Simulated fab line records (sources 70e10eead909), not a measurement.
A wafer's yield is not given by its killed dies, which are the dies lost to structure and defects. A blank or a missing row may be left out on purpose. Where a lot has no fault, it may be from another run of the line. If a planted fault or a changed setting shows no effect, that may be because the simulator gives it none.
Which of the tools did it?	flow nandHarc	Sampling: 13 lots, 39 wafers, 5 of 1302 route steps

## WHAT THE GAUGES READ, wafer by wafer
The record holds no reading of a measuring or inspecting step that can be judged against a usual standard deviation.

## WHAT TOOL EACH LOT RAN ON (gives the tool, then ch and the chambers of the sampled wafers, and finally the start)
lot	NHARC_P_CONTACT_CMP_24	NHARC_P_M0_DESCUM_14	NHARC_P_M0_ETCH_34	NHARC_P_M0_ECD_22	NHARC_P_M0_CMP_23
L224	cmp-01 ch 0,2, day 5 20:20	rieDiel-13 ch 0,2, day 5 21:51	rieDiel-13 ch 0,2, day 5 21:56	ecdCu-01 ch 0,1, day 5 23:16	cmp-02 ch 0,2,3, day 6 00:03
L225	cmp-04 ch 0,1, day 6 09:22	rieDiel-13 ch 1,2,3, day 6 10:52	rieDiel-13 ch 0,3, day 6 10:56	ecdCu-01 ch 0,1, day 6 12:10	cmp-02 ch 0,1, day 6 12:52
L226	cmp-03 ch 1,2,3, day 6 17:30	rieDiel-07 ch 0,1,3, day 6 18:53	rieDiel-07 ch 0,1,3, day 6 18:58	ecdCu-02 ch 0,1, day 6 20:13	cmp-01 ch 0,2,3, day 6 20:58
L227	cmp-04 ch 0,2,3, day 7 03:29	rieDiel-07 ch 0,1,3, day 7 04:58	rieDiel-07 ch 0,3, day 7 05:04	ecdCu-02 ch 0,1, day 7 06:20	cmp-02 ch 0,1,2, day 7 07:04
L228	cmp-04 ch 0,1,3, day 7 16:34	rieDiel-07 ch 0,2,3, day 7 17:56	rieDiel-07 ch 0,2,3, day 7 18:01	ecdCu-02 ch 0,1, day 7 19:20	cmp-02 ch 0,2,3, day 7 20:04
L230	cmp-04 ch 0,2,3, day 8 16:13	rieDiel-07 ch 0,1,3, day 8 17:34	rieDiel-07 ch 1,2, day 8 17:38	ecdCu-01 ch 0,1, day 8 18:55	cmp-02 ch 0,1,2, day 8 19:35
L234	cmp-04 ch 0,1,2, day 10 10:46	rieDiel-04 ch 0,2,3, day 10 12:14	rieDiel-04 ch 1,3, day 10 12:19	ecdCu-01 ch 0,1, day 10 13:30	cmp-02 ch 1,3, day 10 14:15
L241	cmp-01 ch 1,2,3, day 13 01:28	rieDiel-07 ch 0,3, day 13 02:57	rieDiel-07 ch 2,3, day 13 03:03	ecdCu-01 ch 0,1, day 13 04:22	cmp-01 ch 1,2,3, day 13 05:05
L242	cmp-01 ch 0,2, day 13 16:19	rieDiel-07 ch 1,2, day 13 17:49	rieDiel-07 ch 0,3, day 13 17:53	ecdCu-01 ch 0,1, day 13 19:14	cmp-01 ch 0,2,3, day 13 19:53
L243	cmp-01 ch 0,2,3, day 14 03:56	rieDiel-13 ch 1,2, day 14 05:25	rieDiel-13 ch 1,2, day 14 05:32	ecdCu-01 ch 0, day 14 06:52	cmp-01 ch 0,2, day 14 07:34
L244	cmp-01 ch 0,1,3, day 14 14:26	rieDiel-07 ch 1,2, day 14 15:55	rieDiel-07 ch 0,1,3, day 14 16:01	ecdCu-01 ch 0,1, day 14 17:21	cmp-02 ch 0,1, day 14 17:55
L245	cmp-01 ch 0,1,2, day 14 16:38	rieDiel-07 ch 0,1,3, day 14 18:01	rieDiel-07 ch 1,2,3, day 14 18:06	ecdCu-01 ch 0,1, day 14 19:18	cmp-03 ch 0,1,2, day 14 20:02
L246	cmp-04 ch 0,3, day 15 09:49	rieDiel-07 ch 0,1,3, day 15 11:20	rieDiel-07 ch 0,1,2, day 15 11:25	ecdCu-02 ch 0,1, day 15 12:44	cmp-03 ch 1,2, day 15 13:21
- NHARC_P_CONTACT_CMP_24: polishes, t overpolish 30 s, target thk 200 nm.
- NHARC_P_M0_DESCUM_14: chemistry O2, time 3 s.
- NHARC_P_M0_ETCH_34: etches the open film in N2/H2, target depth 40 nm, overetch 12 nm, time 43.94 s.
- NHARC_P_M0_ECD_22: material Cu, target thk 400 nm.
- NHARC_P_M0_CMP_23: polishes, t overpolish 20 s, target thk 117.54 nm.

## AS READ BY THE TOOLS THEMSELVES (means over the sampled wafers that have a number; for cases with no such wafer, the mark the record gives instead)
NHARC_P_CONTACT_CMP_24. Usual: motorCurrentA 12.2 A, standard deviation 1.6; overpolishRunS 30.001 s, standard deviation 0.0079; slurryFilterDpKPa 13.48 kPa, standard deviation 0.15; timeToEndpointS 39 s, standard deviation 3.3.
lot	tool	motorCurrentA (A)	overpolishRunS (s)	slurryFilterDpKPa (kPa)	timeToEndpointS (s)	flag
L224	cmp-01	10.1	30.001	13.48	37	
L225	cmp-04	13.4	30.003	13.35	39	
L226	cmp-03	12.9	29.998	13.52	36	
L227	cmp-04	12.3	29.995	13.60	38	
L228	cmp-04	13.0	30.009	13.46	38	
L230	cmp-04	12.4	29.994	13.37	44	
L234	cmp-04	12.8	29.999	13.34	40	
L241	cmp-01	11.7	30.004	13.62	41	
L242	cmp-01	10.1	30.002	13.46	39	
L243	cmp-01	10.4	30.001	13.46	41	
L244	cmp-01	11.6	30.000	13.47	39	
L245	cmp-01	11.4	30.000	13.64	45	
L246	cmp-04	11.9	29.996	13.49	38	

NHARC_P_M0_DESCUM_14. Usual: drypumpMotorCurrentA 5.8 A, standard deviation 0.46; o2FlowSccm 200.1 sccm, standard deviation 0.61; oesProductAu 0.996 a.u., standard deviation 0.014; rfVppV 57.7 V, standard deviation 0.95; showerheadPlenumPTorr 1.88 Torr, standard deviation 0.058; throttleValvePct 11.311 %, standard deviation 0.009.
lot	tool	drypumpMotorCurrentA (A)	o2FlowSccm (sccm)	oesProductAu (a.u.)	rfVppV (V)	showerheadPlenumPTorr (Torr)	throttleValvePct (%)	flag
L224	rieDiel-13	5.0	199.7	1.005	57.8	1.94	11.308	
L225	rieDiel-13	5.9	201.2	0.995	57.9	1.85	11.313	
L226	rieDiel-07	6.1	199.6	0.994	57.8	1.86	11.315	
L227	rieDiel-07	6.1	199.9	0.987	58.0	1.86	11.314	
L228	rieDiel-07	6.2	199.8	0.996	57.3	1.86	11.312	
L230	rieDiel-07	6.1	200.3	0.989	57.8	1.86	11.320	
L234	rieDiel-04	5.5	200.3	1.011	57.5	1.91	11.305	
L241	rieDiel-07	6.3	200.7	0.999	57.1	1.81	11.312	
L242	rieDiel-07	5.6	200.0	1.005	57.5	1.91	11.313	
L243	rieDiel-13	6.0	199.7	1.000	57.0	1.82	11.309	
L244	rieDiel-07	5.7	199.5	0.993	57.5	1.91	11.309	
L245	rieDiel-07	6.1	200.5	0.993	57.9	1.85	11.311	
L246	rieDiel-07	6.1	200.2	0.992	56.9	1.85	11.310	

NHARC_P_M0_ETCH_34. Usual: drypumpMotorCurrentA 5.9 A, standard deviation 0.46; oesProductAu 0.997 a.u., standard deviation 0.014; rfVppV 429.5 V, standard deviation 1.9; showerheadPlenumPTorr 2.00 Torr, standard deviation 0.063; throttleValvePct 14.173 %, standard deviation 0.0084.
lot	tool	drypumpMotorCurrentA (A)	oesProductAu (a.u.)	rfVppV (V)	showerheadPlenumPTorr (Torr)	throttleValvePct (%)	flag
L224	rieDiel-13	5.4	0.995	429.5	1.99	14.176	
L225	rieDiel-13	5.5	1.014	432.0	2.07	14.178	
L226	rieDiel-07	6.1	0.992	429.3	1.98	14.178	
L227	rieDiel-07	6.3	0.988	428.0	1.94	14.173	
L228	rieDiel-07	6.2	0.983	428.8	1.98	14.168	
L230	rieDiel-07	5.7	1.002	430.7	2.04	14.171	
L234	rieDiel-04	5.5	1.006	429.4	1.99	14.164	
L241	rieDiel-07	6.0	0.982	429.8	2.00	14.181	
L242	rieDiel-07	6.4	0.980	428.0	1.94	14.174	
L243	rieDiel-13	5.9	1.010	426.6	1.91	14.173	
L244	rieDiel-07	6.1	0.984	428.8	1.97	14.174	
L245	rieDiel-07	5.9	0.992	429.0	2.00	14.175	
L246	rieDiel-07	6.0	0.985	429.3	2.01	14.182	

NHARC_P_M0_CMP_23. Usual: motorCurrentA 11.6 A, standard deviation 1.4; slurryFilterDpKPa 13.51 kPa, standard deviation 0.12; timeToEndpointS 29 s, standard deviation 3.1.
lot	tool	motorCurrentA (A)	slurryFilterDpKPa (kPa)	timeToEndpointS (s)	flag
L224	cmp-02	10.7	13.53	29	
L225	cmp-02	12.4	13.45	33	
L226	cmp-01	10.9	13.45	23	
L227	cmp-02	11.0	13.44	30	
L228	cmp-02	10.8	13.42	28	
L230	cmp-02	11.5	13.57	32	
L234	cmp-02	12.0	13.54	21	
L241	cmp-01	11.9	13.60	33	
L242	cmp-01	10.4	13.51	29	
L243	cmp-01	10.6	13.54	28	
L244	cmp-02	11.2	13.61	30	
L245	cmp-03	13.5	13.55	28	
L246	cmp-03	12.9	13.46	25	

## THE ANSWER, worked out from the rows above alone
Rule: take the mean of a lot's wafers that have a number; if it is more than 3 standard deviations from the usual mean, the lot is off. Also off: a lot with no number at a reading for which 4 or more lots have one. Any other lot the step has rows for is counted as sound. After the gauges, taken in route order, come the tools' own readings; for these a lot's mean is taken, as printed above. The first step at which some lot is off is used, and at that step the reading that is off furthest; a lot without a number counts as furthest.
Nothing can be told from this: no lot is off at any reading shown.

## WHAT HAD BEEN PUT IN BY THE SIMULATOR
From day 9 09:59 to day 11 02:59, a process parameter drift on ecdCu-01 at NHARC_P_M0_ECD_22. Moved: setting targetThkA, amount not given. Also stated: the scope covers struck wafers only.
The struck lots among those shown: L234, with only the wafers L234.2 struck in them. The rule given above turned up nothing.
